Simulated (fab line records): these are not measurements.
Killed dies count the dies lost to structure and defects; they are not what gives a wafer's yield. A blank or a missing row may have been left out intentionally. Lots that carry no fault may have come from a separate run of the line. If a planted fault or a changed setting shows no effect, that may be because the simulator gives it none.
Chamber matching :: flow n5Finfet :: 4 sister chambers for N5_BEOL_M11_DESCUM_16 on rieDiel-02
The step chemistry O2, time 7.9 s. 20 wafers are shown with their chamber, then 10 later ones without.

## WAFERS, EACH WITH ITS CHAMBER
wafer: L074.1
chamber: 0
showerheadPlenumPTorr (Torr): 2.13
drypumpMotorCurrentA (A): 5.3
throttleValvePct (%): 20.22

wafer: L074.4
chamber: 1
showerheadPlenumPTorr (Torr): 2.05
drypumpMotorCurrentA (A): 5.8
throttleValvePct (%): 19.78

wafer: L074.6
chamber: 0
showerheadPlenumPTorr (Torr): 2.13
drypumpMotorCurrentA (A): 5.3
throttleValvePct (%): 20.21

wafer: L076.2
chamber: 3
showerheadPlenumPTorr (Torr): 2.25
drypumpMotorCurrentA (A): 6.2
throttleValvePct (%): 20.49

wafer: L076.5
chamber: 3
showerheadPlenumPTorr (Torr): 2.25
drypumpMotorCurrentA (A): 6.2
throttleValvePct (%): 20.50

wafer: L076.6
chamber: 0
showerheadPlenumPTorr (Torr): 2.13
drypumpMotorCurrentA (A): 5.3
throttleValvePct (%): 20.24

wafer: L078.4
chamber: 3
showerheadPlenumPTorr (Torr): 2.25
drypumpMotorCurrentA (A): 6.2
throttleValvePct (%): 20.49

wafer: L078.5
chamber: 1
showerheadPlenumPTorr (Torr): 2.05
drypumpMotorCurrentA (A): 5.9
throttleValvePct (%): 19.78

wafer: L078.6
chamber: 0
showerheadPlenumPTorr (Torr): 2.12
drypumpMotorCurrentA (A): 5.3
throttleValvePct (%): 20.24

wafer: L077.1
chamber: 0
showerheadPlenumPTorr (Torr): 2.12
drypumpMotorCurrentA (A): 5.3
throttleValvePct (%): 20.22

wafer: L077.2
chamber: 3
showerheadPlenumPTorr (Torr): 2.25
drypumpMotorCurrentA (A): 6.2
throttleValvePct (%): 20.49

wafer: L077.4
chamber: 1
showerheadPlenumPTorr (Torr): 2.05
drypumpMotorCurrentA (A): 5.9
throttleValvePct (%): 19.80

wafer: L079.3
chamber: 1
showerheadPlenumPTorr (Torr): 2.05
drypumpMotorCurrentA (A): 5.8
throttleValvePct (%): 19.81

wafer: L079.4
chamber: 3
showerheadPlenumPTorr (Torr): 2.25
drypumpMotorCurrentA (A): 6.2
throttleValvePct (%): 20.47

wafer: L079.6
chamber: 3
showerheadPlenumPTorr (Torr): 2.25
drypumpMotorCurrentA (A): 6.2
throttleValvePct (%): 20.48

wafer: L082.1
chamber: 2
showerheadPlenumPTorr (Torr): 2.04
drypumpMotorCurrentA (A): 5.5
throttleValvePct (%): 20.16

wafer: L082.4
chamber: 3
showerheadPlenumPTorr (Torr): 2.25
drypumpMotorCurrentA (A): 6.2
throttleValvePct (%): 20.52

wafer: L082.6
chamber: 0
showerheadPlenumPTorr (Torr): 2.12
drypumpMotorCurrentA (A): 5.3
throttleValvePct (%): 20.26

wafer: L083.2
chamber: 3
showerheadPlenumPTorr (Torr): 2.25
drypumpMotorCurrentA (A): 6.2
throttleValvePct (%): 20.51

wafer: L083.5
chamber: 1
showerheadPlenumPTorr (Torr): 2.04
drypumpMotorCurrentA (A): 5.8
throttleValvePct (%): 19.80

SIGNATURES (means of the wafers above)
reading: showerheadPlenumPTorr
chamber 0: 2.1250
chamber 1: 2.0480
chamber 2: 2.0400
chamber 3: 2.2500
scatter within a chamber: 0.00379

reading: drypumpMotorCurrentA
chamber 0: 5.300
chamber 1: 5.840
chamber 2: 5.500
chamber 3: 6.200
scatter within a chamber: 0.0274

reading: throttleValvePct
chamber 0: 20.2317
chamber 1: 19.7940
chamber 2: 20.1600
chamber 3: 20.4937
scatter within a chamber: 0.0162
Rule: a wafer lies at a distance from a chamber equal to the root of the sum of squares, over the readings, of (its reading less the chamber's mean, divided by the reading's scatter). The wafer belongs to the nearest chamber; if the next one is less than 2 further off, it can't be placed. How the scatter is found: for the shown wafers, subtract from each reading the mean of its chamber, square and add these, divide the total by (wafers less chambers), then take the root.

## WAFERS WITH NO CHAMBER GIVEN
wafer: L083.6
showerheadPlenumPTorr (Torr): 2.12
drypumpMotorCurrentA (A): 5.3
throttleValvePct (%): 20.24

wafer: L087.1
showerheadPlenumPTorr (Torr): 2.04
drypumpMotorCurrentA (A): 5.9
throttleValvePct (%): 19.82

wafer: L087.4
showerheadPlenumPTorr (Torr): 2.25
drypumpMotorCurrentA (A): 6.2
throttleValvePct (%): 20.51

wafer: L087.6
showerheadPlenumPTorr (Torr): 2.12
drypumpMotorCurrentA (A): 5.3
throttleValvePct (%): 20.26

wafer: L093.1
showerheadPlenumPTorr (Torr): 2.24
drypumpMotorCurrentA (A): 6.2
throttleValvePct (%): 20.55

wafer: L093.3
showerheadPlenumPTorr (Torr): 2.11
drypumpMotorCurrentA (A): 5.3
throttleValvePct (%): 20.28

wafer: L093.4
showerheadPlenumPTorr (Torr): 2.04
drypumpMotorCurrentA (A): 5.8
throttleValvePct (%): 19.86

wafer: L096.1
showerheadPlenumPTorr (Torr): 2.11
drypumpMotorCurrentA (A): 5.3
throttleValvePct (%): 20.29

wafer: L096.4
showerheadPlenumPTorr (Torr): 2.04
drypumpMotorCurrentA (A): 5.9
throttleValvePct (%): 19.87

wafer: L096.6
showerheadPlenumPTorr (Torr): 2.03
drypumpMotorCurrentA (A): 5.5
throttleValvePct (%): 20.18

## THE CHAMBER EACH PASSED THROUGH
wafer: L083.6
from the rows above: 0
in truth: 0

wafer: L087.1
from the rows above: 1
in truth: 1

wafer: L087.4
from the rows above: 3
in truth: 3

wafer: L087.6
from the rows above: 0
in truth: 0

wafer: L093.1
from the rows above: 3
in truth: 3

wafer: L093.3
from the rows above: 0
in truth: 0

wafer: L093.4
from the rows above: 1
in truth: 1

wafer: L096.1
from the rows above: 0
in truth: 0

wafer: L096.4
from the rows above: 1
in truth: 1

wafer: L096.6
from the rows above: 2
in truth: 2
Correct placement for 10 of the 10. Number that these rows cannot place: 0. 0 placed wrongly.
